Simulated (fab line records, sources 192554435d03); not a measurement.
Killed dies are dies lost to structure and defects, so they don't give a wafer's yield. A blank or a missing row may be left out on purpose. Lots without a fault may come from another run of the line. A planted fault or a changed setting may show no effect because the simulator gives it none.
Split-lot experiment | flow n5_finfet | 7 lots, 21 wafers read, on a route of 1938 steps

THE SPLIT
At N5_BEOL_M8_ETCH_62 (etches SOC in N2/H2, target depth 110 nm, overetch 22 nm, time 165 s), the setting source_w was moved away from the recipe's 840 W on 6 of the 21 wafers read, by -12.3% to +14.1%. The other wafers ran this setting at the recipe's value.

The reading is taken at the split's own step.

THE READING
rf_vpp_V, in V, at N5_BEOL_M8_ETCH_62 (etches SOC in N2/H2, target depth 110 nm, overetch 22 nm, time 165 s). Fault-free wafers of this fab line usually give 525.2 V, standard deviation 2.2 V.

wafer  | tool, chamber at the split | source_w as run, W | against the recipe | rf_vpp_V, V | against lot-mates on the recipe
L076.2 | rie_diel-06, 0             | 840                | recipe             | 525.6       | -
L076.5 | rie_diel-06, 1             | 840                | recipe             | 528.1       | -
L076.6 | rie_diel-06, 2             | 840                | recipe             | 523.9       | -
L077.1 | rie_diel-05, 2             | 840                | recipe             | 521.8       | -
L077.2 | rie_diel-05, 3             | 840                | recipe             | 526.3       | -
L077.4 | rie_diel-05, 0             | 840                | recipe             | 528.1       | -
L082.1 | rie_diel-06, 0             | 958.2              | +14.1%             | 503.4       | -22.1
L082.4 | rie_diel-06, 1             | 958.2              | +14.1%             | 504.8       | -20.7
L082.5 | rie_diel-06, 3             | 840                | recipe             | 525.5       | -
L083.2 | rie_diel-04, 3             | 936.2              | +11.5%             | 505.8       | -16.7
L083.3 | rie_diel-04, 0             | 840                | recipe             | 522.5       | -
L083.5 | rie_diel-04, 2             | 936.2              | +11.5%             | 507.9       | -14.6
L090.1 | rie_diel-05, 2             | 840                | recipe             | 521.8       | -
L090.2 | rie_diel-05, 1             | 881.4              | +4.9%              | 518.9       | -5.5
L090.5 | rie_diel-05, 0             | 840                | recipe             | 527.0       | -
L094.3 | rie_diel-05, 2             | 840                | recipe             | 522.0       | -
L094.4 | rie_diel-05, 1             | 736.6              | -12.3%             | 549.9       | +25.4
L094.6 | rie_diel-05, 1             | 840                | recipe             | 526.9       | -
L096.1 | rie_diel-04, 2             | 840                | recipe             | 526.5       | -
L096.2 | rie_diel-04, 3             | 840                | recipe             | 524.1       | -
L096.5 | rie_diel-04, 2             | 840                | recipe             | 525.6       | -

THE FIT
A straight line over all 21 wafers: rf_vpp_V changes by -1.64 V for each +1% of source_w; r = -0.98; the points scatter about the line by 2.3 V.
The same after taking each lot's own level away (the mean of its wafers on the recipe; 21 wafers): -1.6 V for each +1%; r = -0.97; scatter 2.4 V.
On that fit, the largest move of source_w shifts the reading by 22 V.
The lots' own levels span 522.50 to 525.87 V, that is 1.5 times the standard deviation above.
So the lot-to-lot level changes the slope little: the two slopes agree.
Check: with one of the wafers moved furthest among these (+14.1%) left out of the fit, the line predicts -21.6 V for it against its lot-mates. It came out at -22.1 V against them.
Tool readings at the split's step, against how far the setting was moved: rf_vpp_V r = -0.98.

OTHER SPLITS ON THESE WAFERS
These wafers also went through other splits before the reading. Each is held against what the fit with the lots' levels taken away leaves over:
other split on the same wafers | wafers away from the commonest value | r with rf_vpp_V (lot level and that fit taken away)
N5_BEOL_M8_ILD_DEP_00 time_s   | 7                                    | +0.01

THE FILE'S OWN FIT
rf_vpp_V changes by -1.63 V for each +1% of source_w, r = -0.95.
